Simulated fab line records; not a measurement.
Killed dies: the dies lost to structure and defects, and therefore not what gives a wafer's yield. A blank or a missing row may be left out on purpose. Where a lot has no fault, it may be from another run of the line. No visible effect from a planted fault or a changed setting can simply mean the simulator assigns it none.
fab line records -- flow nandHarc
record: lots: 12, wafers: 36, lastDay: 33
route steps=1302 shown A_STAIRCASE@884 A_SGD_CUT@906 A_SLIT@923
lots untouched by any fault: they come from a run of this same line in which no faults occurred
startH: hours from the record's opening day to when the first of the lot's shown wafers began -- waitH: time in hours since the lot's previous step -- " unchanged from the row above -- L1.1+2: several wafers, shown together as one row -- - value missing, or start not given -- * or withheld: withheld -- < > ~ a bound
route shown NAME@n: NAME is a module with steps in the file, n the number in the route of the first one -- usual: the fault-free wafers' mean and standard deviation -- same: alike in all rows -- chamber/n: place in a boat -- sites: each site's reading -- _std_site: standard deviation across them -- _edge_site: inner sites' mean taken away from outer sites' mean -- radiusMm: for every site, how far away it sits from the centre of the wafer -- mask NAME#n: copy n -- behind: tool/chamber where the wafer was last shaped -- hold: why the lot was held/for how many hours/how that ended -- device: the n, p or np transistor that did not switch -- end of line: the same wafers' tests at the end of the route -- for a step that has no rows: nothing shown but its recipe -- killed: dies lost to structure and defects at the first sort, not the wafer's yield -- map: the dies of a wafer, with x for killed, . for not killed, _ for no die there
set.NAME: the setting that was run; set.NAME@STEP: the one run at that earlier step -- model.NAME: the simulator's own value behind a step, which no gauge read
a sample of lots followed through the steps of the route, with each step as a table and each wafer as a row
services: a tool's chamber out of use, with start hour (startH, from the record's first day; less than 0 if before it), hours out, and reason
== steps ==
step: NHARC_A_STAIRCASE_STRIP_475
recipe: timeS: 20, o2FlowSccm: 500, arFlowSccm: 0, biasW: 0, chemistry: O2
usual: drypumpMotorCurrentA: 5.7/0.53, oesProductAu: 0.998/0.008, rfVppV: 57.7/0.92, showerheadPlenumPTorr: 3.55/0.16, throttleValvePct: 17.037/0.008
lot.wafer,tool,chamber,startH,waitH,drypumpMotorCurrentA,oesProductAu,rfHoursCounterH,rfVppV,showerheadPlenumPTorr,throttleValvePct
L564.3,rieDiel-01,0,-,-,4.9,1.011,13,58.5,3.80,17.045
L564.4,rieDiel-01,2,-,-,6.4,1.003,27,57.0,3.79,17.033
L564.5,rieDiel-01,0,-,-,4.9,1.016,-,57.7,3.80,17.032
L565.3,rieDiel-01,2,-,-,6.4,0.997,32,57.5,3.79,17.043
L565.6,rieDiel-01,3,-,-,6.1,0.992,-,56.3,3.29,17.038
L565.5,rieDiel-01,0,-,-,4.8,1.004,-,57.8,3.80,17.048
L566.4,rieDiel-09,2,-,-,5.8,1.008,40,57.7,3.34,17.038
L566.3,rieDiel-09,0,-,-,6.1,0.991,58,57.0,3.55,17.032
L566.2,rieDiel-09,1,-,-,5.5,1.002,65,58.0,3.53,17.039
L568.3,rieDiel-05,2,-,-,4.7,0.974,21,57.3,3.50,17.046
L568.4,rieDiel-05,3,-,-,6.3,0.993,21,59.1,3.69,17.028
L568.5,rieDiel-05,2,-,-,4.7,0.994,-,59.0,3.50,17.044
L570.4,rieDiel-09,2,-,-,5.8,1.012,43,57.3,3.34,17.040
L570.2,rieDiel-09,1,-,-,5.5,1.014,68,58.1,3.53,17.036
L570.5,rieDiel-09,2,-,-,5.8,1.007,-,57.1,3.34,17.048
L572.4,rieDiel-05,3,-,-,6.3,0.992,28,58.4,3.69,17.021
L572.1,rieDiel-05,0,-,-,5.9,1.005,32,56.4,3.30,17.047
L572.5,rieDiel-05,1,-,-,5.3,0.997,-,57.0,3.63,17.049
L571.4,rieDiel-01,0,-,-,4.8,1.007,41,59.4,3.78,17.034
L571.3,rieDiel-01,2,-,-,6.4,0.998,56,56.6,3.77,17.030
L571.6,rieDiel-01,0,-,-,4.9,0.992,-,58.3,3.78,17.031
L574.4,rieDiel-09,2,-,-,5.8,1.010,13,58.3,3.33,17.048
L574.3,rieDiel-09,3,-,-,5.6,1.008,14,57.6,3.50,17.046
L574.1,rieDiel-09,0,-,-,6.1,0.985,12,57.4,3.54,17.045
L581.1,rieDiel-05,3,-,-,6.3,1.001,9,59.0,3.67,17.026
L581.2,rieDiel-05,0,-,-,5.9,0.987,9,57.4,3.29,17.029
L581.3,rieDiel-05,2,-,-,4.7,0.980,8,57.2,3.47,17.040
L584.1,rieDiel-01,0,-,-,4.9,1.012,17,56.5,3.77,17.032
L584.3,rieDiel-01,1,-,-,6.2,1.008,26,58.6,3.63,17.043
L584.5,rieDiel-01,1,-,-,6.3,1.003,-,58.5,3.63,17.028
L585.4,rieDiel-05,1,-,-,5.3,1.012,20,59.1,3.60,17.015
L585.3,rieDiel-05,3,-,-,6.3,1.002,13,59.9,3.67,17.054
L585.5,rieDiel-05,1,-,-,5.3,1.000,-,58.7,3.60,17.035
L586.4,rieDiel-05,1,-,-,5.3,1.007,25,58.0,3.60,17.037
L586.1,rieDiel-05,2,-,-,4.7,0.993,23,56.9,3.47,17.040
L586.5,rieDiel-05,1,-,-,5.3,0.997,-,56.9,3.60,17.035
step: NHARC_A_SGD_CUT_ETCH_59
recipe: targetDepthA: 2600, overEtchFrac: 0.25, timeS: 406.25, ionEnergyEv: 200, n2FlowSccm: 150, h2FlowSccm: 150, arFlowSccm: 0, rfW: 400, biasW: 150, chemistry: N2/H2
usual: drypumpMotorCurrentA: 5.7/0.55, oesProductAu: 1.000/0.007, rfVppV: 430.2/2.7, showerheadPlenumPTorr: 2.03/0.096, throttleValvePct: 14.172/0.0097
lot.wafer,tool,chamber,startH,waitH,drypumpMotorCurrentA,oesProductAu,rfHoursCounterH,rfVppV,showerheadPlenumPTorr,throttleValvePct
L564.3,rieDiel-11,3,-,-,5.0,0.997,0,425.9,1.90,14.168
L564.4,rieDiel-11,0,-,-,5.9,0.997,0,431.5,2.06,14.174
L564.5,rieDiel-11,0,-,-,5.9,0.991,-,431.1,2.06,14.169
L565.3,rieDiel-11,0,-,-,5.9,1.003,1,432.2,2.06,14.167
L565.5,rieDiel-11,2,-,-,5.2,1.003,-,429.5,1.98,14.162
L565.6,rieDiel-11,3,-,-,5.0,1.008,-,427.7,1.90,14.169
L566.4,rieDiel-11,1,-,-,6.7,1.006,4,429.4,1.95,14.190
L566.2,rieDiel-11,2,-,-,5.2,1.006,4,429.3,1.98,14.185
L566.3,rieDiel-11,3,-,-,5.1,0.989,4,426.4,1.90,14.158
L568.3,rieDiel-11,0,-,-,5.9,0.989,5,432.1,2.06,14.160
L568.4,rieDiel-11,2,-,-,5.2,1.002,4,428.2,1.98,14.185
L568.5,rieDiel-11,1,-,-,6.7,0.998,-,428.4,1.95,14.191
L570.4,rieDiel-06,0,-,-,5.9,1.008,0,432.4,2.10,14.188
L570.2,rieDiel-06,2,-,-,5.5,1.000,0,434.3,2.13,14.182
L570.5,rieDiel-06,3,-,-,5.8,0.996,-,432.3,2.13,14.168
L572.4,rieDiel-06,0,-,-,5.9,1.013,1,433.0,2.10,14.166
L572.1,rieDiel-06,1,-,-,6.4,0.999,1,431.9,2.10,14.165
L572.5,rieDiel-06,3,-,-,5.7,1.012,-,432.1,2.13,14.173
L571.4,rieDiel-08,1,-,-,6.3,0.999,11,434.9,2.18,14.161
L571.3,rieDiel-08,2,-,-,5.8,0.988,11,426.2,1.92,14.192
L571.6,rieDiel-08,1,-,-,6.3,0.991,-,435.0,2.18,14.179
L574.3,rieDiel-08,0,-,-,5.7,0.992,13,430.5,2.02,14.166
L574.4,rieDiel-08,1,-,-,6.3,0.997,12,435.1,2.18,14.170
L574.1,rieDiel-08,2,-,-,5.8,0.999,12,426.8,1.92,14.177
L581.2,rieDiel-08,2,-,-,5.8,0.992,4,427.4,1.92,14.182
L581.3,rieDiel-08,3,-,-,4.8,0.997,4,427.5,1.90,14.165
L581.1,rieDiel-08,0,-,-,5.7,1.000,5,429.5,2.02,14.154
L584.3,rieDiel-08,3,-,-,4.8,1.005,5,426.0,1.89,14.164
L584.1,rieDiel-08,1,-,-,6.3,1.012,6,435.0,2.18,14.180
L584.5,rieDiel-08,0,-,-,5.7,1.008,-,430.0,2.02,14.189
L585.4,rieDiel-11,3,-,-,5.0,1.008,3,426.2,1.90,14.167
L585.3,rieDiel-11,1,-,-,6.7,0.994,3,427.5,1.94,14.167
L585.5,rieDiel-11,2,-,-,5.2,0.999,-,429.5,1.97,14.167
L586.4,rieDiel-11,0,-,-,5.9,0.997,5,430.2,2.06,14.179
L586.1,rieDiel-11,2,-,-,5.2,0.988,4,429.7,1.97,14.183
L586.5,rieDiel-11,1,-,-,6.7,0.995,-,428.4,1.94,14.171
step: NHARC_A_SGD_CUT_DEP_20
recipe: targetThkA: 1500, tempC: 65, material: SiO2
lot.wafer,tool,chamber,startH,waitH
L564.3+4+5,fcvd-02,1,446.58,-
L565.3+6+5,fcvd-01,"0,0,1",457.25,-
L566.2+3+4,fcvd-01,"0,0,1",486.90,-
L568.3+4+5,fcvd-01,"1,0,0",492.10,-
L570.2+4+5,fcvd-01,1,499.08,-
L572.1+4+5,fcvd-01,"1,0,0",521.01,-
L571.3+4+6,fcvd-01,"0,1,0",521.51,-
L574.1+3+4,fcvd-01,"0,1,0",541.62,-
L581.1+2+3,fcvd-01,0,635.43,-
L584.1+3+5,fcvd-01,0,648.97,-
L585.3+4+5,fcvd-01,0,653.19,-
L586.1+4+5,fcvd-01,"1,0,1",671.03,-
step: NHARC_A_SGD_CUT_THK_MEAS_22
recipe: thkMeasGauge: ellipsometry
usual: thkNm: 148.4/1.3
lot.wafer,tool,chamber,startH,waitH,thkNm
L564.3,filmMetro-02,-,452.84,0.2,148.6
L564.4,filmMetro-02,-,452.84,0.2,148.7
L564.5,filmMetro-02,-,452.84,0.2,150.3
L565.3,filmMetro-01,-,462.11,0.2,148.4
L565.5,filmMetro-01,-,462.11,0.2,148.7
L565.6,filmMetro-01,-,462.11,0.2,147.7
L566.2,filmMetro-02,-,493.95,0.2,149.0
L566.3,filmMetro-02,-,493.95,0.2,149.1
L566.4,filmMetro-02,-,493.95,0.2,147.8
L568.3,filmMetro-02,-,497.09,0.2,147.0
L568.4,filmMetro-02,-,497.09,0.2,148.3
L568.5,filmMetro-02,-,497.09,0.2,147.2
L570.2,filmMetro-02,-,504.12,0.2,149.5
L570.4,filmMetro-02,-,504.12,0.2,149.4
L570.5,filmMetro-02,-,504.12,0.2,146.7
L572.1,filmMetro-02,-,526.26,0.2,148.0
L572.4,filmMetro-02,-,526.26,0.2,148.3
L572.5,filmMetro-02,-,526.26,0.2,146.1
L571.3,filmMetro-01,-,526.26,0.2,139.5
L571.4,filmMetro-01,-,526.26,0.2,141.4
L571.6,filmMetro-01,-,526.26,0.2,143.6
L574.1,filmMetro-02,-,546.47,0.2,143.2
L574.3,filmMetro-02,-,546.47,0.2,143.1
L574.4,filmMetro-02,-,546.47,0.2,140.6
L581.1,filmMetro-01,-,639.96,0.2,149.6
L581.2,filmMetro-01,-,639.96,0.2,148.2
L581.3,filmMetro-01,-,639.96,0.2,149.2
L584.1,filmMetro-01,-,654.16,0.2,145.5
L584.3,filmMetro-01,-,654.16,0.2,147.5
L584.5,filmMetro-01,-,654.16,0.2,147.9
L585.3,filmMetro-02,-,658.52,0.2,148.3
L585.4,filmMetro-02,-,658.52,0.2,148.5
L585.5,filmMetro-02,-,658.52,0.2,149.5
L586.1,filmMetro-02,-,676.32,0.2,147.6
L586.4,filmMetro-02,-,676.32,0.2,147.8
L586.5,filmMetro-02,-,676.32,0.2,148.6
step: NHARC_A_SLIT_DEP_00
recipe: targetThkA: 62000, tempC: 400, material: aC
usual: throttleValvePct: 35.001/0.0089
lot.wafer,tool,chamber,startH,waitH,throttleValvePct
L564.3,aclDep-01,0,456.19,-,35.008
L564.4,aclDep-01,0,456.19,-,34.999
L564.5,aclDep-01,0,456.19,-,35.002
L565.3,aclDep-02,0,464.23,-,34.985
L565.5,aclDep-02,0,465.49,-,34.985
L565.6,aclDep-02,0,465.49,-,34.995
L566.2,aclDep-02,0,496.67,-,35.018
L566.3,aclDep-02,0,496.67,-,35.009
L566.4,aclDep-02,0,496.67,-,35.008
L568.3,aclDep-01,0,506.27,-,34.992
L568.4,aclDep-01,0,506.27,-,35.006
L568.5,aclDep-01,0,506.27,-,35.015
L570.2,aclDep-03,0,511.22,-,34.999
L570.4,aclDep-03,0,512.46,-,34.981
L570.5,aclDep-03,0,512.46,-,35.007
L572.1,aclDep-02,0,527.13,-,34.990
L572.4,aclDep-02,0,528.99,-,35.005
L572.5,aclDep-02,0,528.99,-,34.990
L571.3,aclDep-03,0,528.44,-,35.015
L571.4,aclDep-03,0,528.44,-,34.993
L571.6,aclDep-03,0,530.35,-,35.006
L574.1,aclDep-03,0,549.24,-,34.987
L574.3,aclDep-03,0,550.49,-,34.999
L574.4,aclDep-03,0,550.49,-,35.005
L581.1,aclDep-03,0,641.73,-,34.986
L581.2,aclDep-03,0,641.73,-,34.998
L581.3,aclDep-03,0,641.73,-,35.000
L584.1,aclDep-03,0,655.03,-,35.003
L584.3,aclDep-03,0,656.27,-,34.989
L584.5,aclDep-03,0,657.52,-,34.993
L585.3,aclDep-03,0,661.86,-,35.009
L585.4,aclDep-03,0,661.86,-,35.002
L585.5,aclDep-03,0,661.86,-,34.996
L586.1,aclDep-01,0,677.55,-,34.992
L586.4,aclDep-01,0,679.46,-,35.001
L586.5,aclDep-01,0,679.46,-,34.998
== services ==
tool,chamber,startH,hours,kind
rieDiel-11,-,432.51,9.0,pm
rieDiel-01,1,476.34,10.3,repair
aclDep-03,-,484.89,13.0,pm
rieDiel-11,2,517.27,3.4,repair
rieDiel-08,0,524.87,1.2,repair
rieDiel-08,3,525.83,2.9,repair
rieDiel-11,3,531.37,18.0,repair
rieDiel-08,-,537.63,0.2,repair
rieDiel-08,1,541.53,6.8,repair
rieDiel-08,-,544.83,9.0,pm
fcvd-01,-,545.05,0.6,repair
fcvd-01,-,547.18,13.0,pm
rieDiel-01,-,557.80,9.0,pm
rieDiel-08,2,566.74,4.3,repair
rieDiel-11,0,572.41,5.9,repair
rieDiel-08,2,573.86,6.3,repair
rieDiel-08,2,581.42,3.8,repair
rieDiel-11,3,581.60,6.5,repair
rieDiel-05,-,587.88,9.0,pm
rieDiel-11,0,589.40,23.2,repair
rieDiel-11,-,609.51,9.0,pm
fcvd-01,-,632.70,0.6,repair
aclDep-03,-,665.89,13.0,pm
fcvd-01,-,678.70,0.6,repair
== key ==
firstSign: step: NHARC_A_SGD_CUT_THK_MEAS_22, reading: thkNm, direction: down, sigmas: 5.1, usual: 148.4, struck: 141.9
effect none on later readings
metAt NHARC_A_SGD_CUT_DEP_20
struckLots L571,L574
testerLeftOut L571,L574
notActingAt NHARC_A_STAIRCASE_STRIP_475,NHARC_A_SGD_CUT_ETCH_59,NHARC_A_SLIT_DEP_00
onsetBetween 521.01 521.51
fault: kind: processParameterDrift, tool: fcvd-01, chamber: -, onsetH: 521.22, steps: NHARC_A_SGD_CUT_DEP_20, channel: targetThkA, offset: *, shape: step, endH: 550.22, actsIn: *, stated: *
testerLeftOut: of these lots the tester's yield and bins aren't shown, on N5 and GAA mostly nor the transistor test; their killed dies are dies lost to structure and defects alone, not to doping, threshold or leakage, so they don't give the yield
